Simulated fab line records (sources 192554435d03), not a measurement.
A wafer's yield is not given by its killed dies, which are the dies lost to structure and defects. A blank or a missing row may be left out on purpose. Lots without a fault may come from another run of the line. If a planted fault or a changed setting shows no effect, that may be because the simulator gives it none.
Which tool was responsible? -- flow n5Finfet -- 72 wafers from 24 lots sampled at 6 of the route's 1938 steps

== WHAT THE GAUGES SHOWED, per wafer ==
N5_BEOL_M1_THK_MEAS_01.
lot,measured,on,M1_ILD_THK (nm)
L074,day 5 21:52,filmMetro-02,78.5 78.4 79.5
L075,day 6 10:59,filmMetro-02,77.3 78.9 79.2
L076,day 6 16:14,filmMetro-02,78.3 78.3 80.8
L077,day 6 20:22,filmMetro-02,77.6 77.4 79.0
L078,day 7 02:30,filmMetro-02,78.6 79.1 79.8
L079,day 7 03:51,filmMetro-02,77.8 79.3 77.9
L080,day 7 13:30,filmMetro-02,78.0 77.3 78.9
L081,day 7 15:12,filmMetro-02,77.1 78.1 78.0
L082,day 7 21:17,filmMetro-02,77.8 77.5 79.5
L083,day 8 01:58,filmMetro-02,80.0 78.8 79.7
L084,day 8 09:53,filmMetro-02,77.7 78.8 79.1
L085,day 8 18:49,filmMetro-02,78.2 78.9 79.4
L086,day 9 00:40,filmMetro-02,78.6 79.3 79.0
L087,day 9 08:01,filmMetro-02,78.0 78.3 79.2
L088,day 9 15:59,filmMetro-02,78.3 80.0 80.3
L090,day 10 01:01,filmMetro-01,78.1 79.8 80.5
L089,day 10 01:38,filmMetro-02,78.0 79.1 80.2
L091,day 10 09:07,filmMetro-01,78.4 78.5 79.4
L092,day 10 12:07,filmMetro-01,77.8 78.9 79.9
L093,day 10 14:07,filmMetro-02,78.8 79.9 79.2
L094,day 10 23:47,filmMetro-02,78.0 78.3 80.4
L095,day 11 07:43,filmMetro-02,78.9 79.4 78.7
L096,day 11 09:04,filmMetro-02,78.1 78.9 79.7
L097,day 11 17:08,filmMetro-02,77.9 77.8 79.7

N5_BEOL_M1_OVL_MEAS_12.
lot,measured,on,M1_OVL (nm)
L074,day 6 00:19,overlay-01,0.2 0.9 1.4
L075,day 6 11:53,overlay-02,-1.2 -0.2 -0.9
L076,day 6 16:53,overlay-02,-0.4 -0.3 -0.8
L077,day 6 23:37,overlay-01,0.0 0.0 1.4
L078,day 7 05:32,overlay-01,0.6 2.2 0.9
L079,day 7 05:56,overlay-01,-0.1 -0.4 -0.9
L080,day 7 14:48,overlay-01,-0.8 0.6 0.2
L081,day 7 17:07,overlay-02,0.7 1.6 0.3
L082,day 7 23:17,overlay-01,0.9 1.3 2.1
L083,day 8 05:38,overlay-02,0.4 0.6 0.6
L084,day 8 14:58,overlay-01,1.8 2.1 1.0
L085,day 8 19:28,overlay-01,0.4 1.2 1.2
L086,day 9 03:16,overlay-01,0.9 0.7 1.8
L087,day 9 11:51,overlay-02,0.3 0.5 0.9
L088,day 9 17:33,overlay-02,1.2 1.5 0.8
L090,day 10 02:25,overlay-02,0.2 0.1 -0.6
L089,day 10 03:09,overlay-01,0.1 1.3 0.1
L091,day 10 10:39,overlay-02,1.0 -0.3 0.8
L092,day 10 13:46,overlay-02,1.0 1.3 0.7
L093,day 10 14:38,overlay-02,1.0 0.8 1.4
L094,day 11 01:43,overlay-02,-0.4 1.0 0.4
L095,day 11 10:20,overlay-01,0.3 0.4 -0.4
L096,day 11 11:55,overlay-01,0.9 0.7 0.9
L097,day 11 19:28,overlay-01,0.6 0.9 0.4

N5_BEOL_M1_CD_MEAS_28: target cd y 23.3 nm.
lot,measured,on,cdNm (nm)
L074,day 6 01:21,cdSem-02,24.43 23.63 24.19
L075,day 6 12:44,cdSem-01,24.22 23.81 24.06
L076,day 6 17:44,cdSem-03,24.08 23.59 24.05
L077,day 7 00:33,cdSem-01,23.91 23.71 23.88
L078,day 7 06:23,cdSem-01,23.97 24.19 23.88
L079,day 7 06:47,cdSem-02,23.66 23.83 23.96
L080,day 7 15:38,cdSem-01,24.31 24.11 23.94
L081,day 7 18:01,cdSem-02,23.95 23.98 23.90
L082,day 8 00:16,cdSem-03,24.12 24.13 24.15
L083,day 8 06:28,cdSem-01,23.95 24.13 24.26
L084,day 8 15:55,cdSem-02,23.89 24.24 24.13
L085,day 8 21:01,cdSem-02,24.27 24.13 24.07
L086,day 9 04:14,cdSem-02,23.86 24.59 24.19
L087,day 9 12:54,cdSem-02,23.81 24.36 23.77
L088,day 9 18:31,cdSem-01,23.69 23.86 23.79
L090,day 10 03:20,cdSem-03,23.69 24.05 24.13
L089,day 10 03:59,cdSem-03,23.85 24.06 24.01
L091,day 10 11:30,cdSem-02,24.22 24.12 24.43
L092,day 10 14:49,cdSem-01,23.88 24.03 24.14
L093,day 10 15:28,cdSem-01,23.81 24.04 23.97
L094,day 11 02:33,cdSem-01,23.53 24.49 24.08
L095,day 11 11:11,cdSem-01,23.85 23.75 23.73
L096,day 11 12:44,cdSem-03,23.95 23.58 23.67
L097,day 11 20:29,cdSem-01,23.68 24.32 24.04

== WHAT TOOL EACH LOT RAN ON (gives the tool, then ch and the chambers of the sampled wafers, and finally the start) ==
lot,N5_BEOL_M0_SPUTTER_134,N5_BEOL_M1_ILD_DEP_00,N5_BEOL_M1_ETCH_63
L074,"pvdSputter-01, day 5 20:34","pecvd-02 ch 0,2, day 5 21:47","rieDiel-04 ch 0,3, day 6 00:38"
L075,"pvdSputter-02, day 6 09:37","pecvd-03 ch 1,2, day 6 10:55","rieDiel-01 ch 1,2, day 6 12:02"
L076,"pvdSputter-01, day 6 14:53","pecvd-02 ch 0,1, day 6 16:10","rieDiel-05 ch 1,2,3, day 6 17:02"
L077,"pvdSputter-03, day 6 18:47","pecvd-02 ch 0,1,2, day 6 20:18","rieDiel-01 ch 0,1,2, day 6 23:46"
L078,"pvdSputter-03, day 7 00:41","pecvd-03 ch 0,1,2, day 7 02:26","rieDiel-04 ch 0,1, day 7 05:41"
L079,"pvdSputter-01, day 7 02:09","pecvd-03 ch 0,2, day 7 03:47","rieDiel-05 ch 1,2, day 7 06:05"
L080,"pvdSputter-03, day 7 12:12","pecvd-01 ch 1,2, day 7 13:26","rieDiel-01 ch 0,3, day 7 14:56"
L081,"pvdSputter-02, day 7 13:46","pecvd-03 ch 0,1,2, day 7 15:08","rieDiel-01 ch 0,1,3, day 7 17:14"
L082,"pvdSputter-03, day 7 19:50","pecvd-03 ch 0,2, day 7 21:13","rieDiel-01 ch 0,2,3, day 7 23:25"
L083,"pvdSputter-01, day 8 00:14","pecvd-02 ch 0,1,2, day 8 01:55","rieDiel-04 ch 1,2, day 8 05:46"
L084,"pvdSputter-01, day 8 08:28","pecvd-03 ch 1,2, day 8 09:48","rieDiel-05 ch 1,2, day 8 15:06"
L085,"pvdSputter-02, day 8 17:31","pecvd-01 ch 0,2, day 8 18:46","rieDiel-05 ch 0,2, day 8 20:11"
L086,"pvdSputter-02, day 8 23:22","pecvd-03 ch 0,2, day 9 00:36","rieDiel-05 ch 1,3, day 9 03:32"
L087,"pvdSputter-03, day 9 06:35","pecvd-02 ch 0,2, day 9 07:56","rieDiel-04 ch 1,2, day 9 12:05"
L088,"pvdSputter-02, day 9 14:15","pecvd-01 ch 0,1,2, day 9 15:55","rieDiel-05 ch 0,1, day 9 17:41"
L090,"pvdSputter-01, day 9 23:43","pecvd-03 ch 1,2, day 10 00:56","rieDiel-04 ch 0,1, day 10 02:32"
L089,"pvdSputter-01, day 10 00:20","pecvd-02 ch 0,2, day 10 01:34","rieDiel-04 ch 0,2, day 10 03:17"
L091,"pvdSputter-02, day 10 07:49","pecvd-03 ch 0,1, day 10 09:03","rieDiel-04 ch 0,1, day 10 10:47"
L092,"pvdSputter-02, day 10 10:48","pecvd-02 ch 0,2, day 10 12:02","rieDiel-05 ch 0,1,3, day 10 13:54"
L093,"pvdSputter-03, day 10 12:49","pecvd-02 ch 1,2, day 10 14:03","rieDiel-01 ch 0,1,3, day 10 14:46"
L094,"pvdSputter-01, day 10 21:47","pecvd-02 ch 0,2, day 10 23:43","rieDiel-05 ch 1,2, day 11 01:51"
L095,"pvdSputter-02, day 11 06:25","pecvd-02 ch 0,1,2, day 11 07:40","rieDiel-04 ch 1,2,3, day 11 10:29"
L096,"pvdSputter-01, day 11 07:46","pecvd-02 ch 1,2, day 11 09:00","rieDiel-05 ch 1,2,3, day 11 12:02"
L097,"pvdSputter-01, day 11 15:47","pecvd-03 ch 0,2, day 11 17:04","rieDiel-05 ch 0,2,3, day 11 19:36"
- N5_BEOL_M0_SPUTTER_134: material Cu, target thk 4 nm, time 7.37 s.
- N5_BEOL_M1_ILD_DEP_00: deposits SiOC from DEMS/O2, target thk 79 nm, time 15.3 s.
- N5_BEOL_M1_ETCH_63: etches SiARC in CF4, target depth 15.6 nm, time 26 s.

== AS READ BY THE TOOLS THEMSELVES (means over the sampled wafers that have a number; for cases with no such wafer, the mark the record gives instead) ==
N5_BEOL_M0_SPUTTER_134.
lot,tool,chamberPressurePa (Pa),throttleValvePct (%)
L074,pvdSputter-01,0.07010,31.6
L075,pvdSputter-02,0.06997,30.1
L076,pvdSputter-01,0.06991,31.0
L077,pvdSputter-03,0.07011,30.1
L078,pvdSputter-03,0.06992,30.4
L079,pvdSputter-01,0.07011,30.3
L080,pvdSputter-03,0.07008,30.7
L081,pvdSputter-02,0.06989,29.7
L082,pvdSputter-03,0.07022,29.8
L083,pvdSputter-01,0.07026,31.1
L084,pvdSputter-01,0.06991,30.3
L085,pvdSputter-02,0.07005,29.7
L086,pvdSputter-02,0.07000,29.5
L087,pvdSputter-03,0.06986,30.3
L088,pvdSputter-02,0.07003,29.5
L090,pvdSputter-01,0.06984,30.7
L089,pvdSputter-01,0.06999,31.3
L091,pvdSputter-02,0.06997,29.6
L092,pvdSputter-02,0.07005,29.7
L093,pvdSputter-03,0.07011,29.9
L094,pvdSputter-01,0.07003,30.8
L095,pvdSputter-02,0.07000,29.7
L096,pvdSputter-01,0.07012,30.0
L097,pvdSputter-01,0.07007,31.1

N5_BEOL_M1_ILD_DEP_00.
lot,tool,heaterPowerW (W),showerheadPlenumPTorr (Torr),throttleValvePct (%)
L074,pecvd-02,421,5.691,12.3
L075,pecvd-03,423,5.701,11.4
L076,pecvd-02,395,5.687,12.5
L077,pecvd-02,383,5.695,12.3
L078,pecvd-03,491,5.697,12.0
L079,pecvd-03,467,5.712,11.5
L080,pecvd-01,398,5.706,11.9
L081,pecvd-03,518,5.702,11.9
L082,pecvd-03,453,5.707,11.6
L083,pecvd-02,416,5.696,12.1
L084,pecvd-03,467,5.712,11.3
L085,pecvd-01,564,5.696,11.1
L086,pecvd-03,462,5.700,12.1
L087,pecvd-02,424,5.692,12.5
L088,pecvd-01,480,5.695,11.3
L090,pecvd-03,495,5.702,11.8
L089,pecvd-02,459,5.706,12.3
L091,pecvd-03,475,5.697,12.3
L092,pecvd-02,456,5.698,12.1
L093,pecvd-02,407,5.695,12.3
L094,pecvd-02,458,5.698,12.2
L095,pecvd-02,439,5.692,12.4
L096,pecvd-02,438,5.697,12.4
L097,pecvd-03,437,5.699,11.6

N5_BEOL_M1_ETCH_63.
lot,tool,drypumpMotorCurrentA (A),etchRfOnTimeS (s),oesProductAu (a.u.),rfVppV (V),showerheadPlenumPTorr (Torr),throttleValvePct (%)
L074,rieDiel-04,5.7,26.6,0.59,184.6,2.20,15.64
L075,rieDiel-01,5.4,25.7,0.79,184.4,2.15,15.21
L076,rieDiel-05,5.7,26.2,0.66,184.1,2.12,15.72
L077,rieDiel-01,5.8,25.9,0.78,184.0,2.17,15.32
L078,rieDiel-04,5.9,25.9,0.65,184.2,2.17,15.61
L079,rieDiel-05,5.5,26.7,0.63,182.5,2.08,15.67
L080,rieDiel-01,5.7,25.0,0.75,184.9,2.20,15.57
L081,rieDiel-01,5.8,25.1,0.74,184.0,2.20,15.40
L082,rieDiel-01,5.8,25.7,0.75,185.1,2.17,15.50
L083,rieDiel-04,6.1,26.0,0.65,183.7,2.10,15.81
L084,rieDiel-05,5.6,26.1,0.63,183.3,2.08,15.69
L085,rieDiel-05,5.4,25.7,0.65,184.1,2.18,15.46
L086,rieDiel-05,6.0,26.3,0.64,183.6,2.09,15.87
L087,rieDiel-04,6.2,25.8,0.64,182.9,2.10,15.83
L088,rieDiel-05,5.7,26.3,0.64,183.7,2.12,15.68
L090,rieDiel-04,5.9,25.7,0.63,183.8,2.16,15.66
L089,rieDiel-04,6.5,26.2,0.61,183.8,2.11,15.94
L091,rieDiel-04,5.9,26.1,0.62,185.1,2.16,15.65
L092,rieDiel-05,5.9,25.7,0.66,183.7,2.15,15.76
L093,rieDiel-01,5.8,25.3,0.72,184.4,2.19,15.45
L094,rieDiel-05,5.4,26.2,0.62,184.1,2.10,15.64
L095,rieDiel-04,5.8,25.7,0.70,183.2,2.13,15.57
L096,rieDiel-05,5.7,26.4,0.63,183.8,2.11,15.80
L097,rieDiel-05,5.7,25.9,0.65,184.5,2.18,15.66

== THE ANSWER, worked out from the rows above alone ==
Rule: usual is defined by the lots themselves. The widest of any qualifying gaps counts: lots, ordered by their means at a reading, are off when they make up no more than a third of the lots, leave a main group of 4 or more, and stand apart from it by 3 or more times the standard deviation of that group's means. A main group is skipped when, at the precision printed for the reading in the tables above, its means are all equal. A lot without any number at a reading at which 4 lots or more have one is off too. All remaining lots with rows at the step are treated as sound. Order of review: gauges by route order, followed by the tools' own readings, for which a lot's mean as printed above is used. At the first step where some lot is off, the reading lying furthest off is the one used; lots without a number count as furthest.
Across all readings shown, no lot is off: no conclusion can be drawn from this.

== WHAT HAD BEEN PUT IN BY THE SIMULATOR ==
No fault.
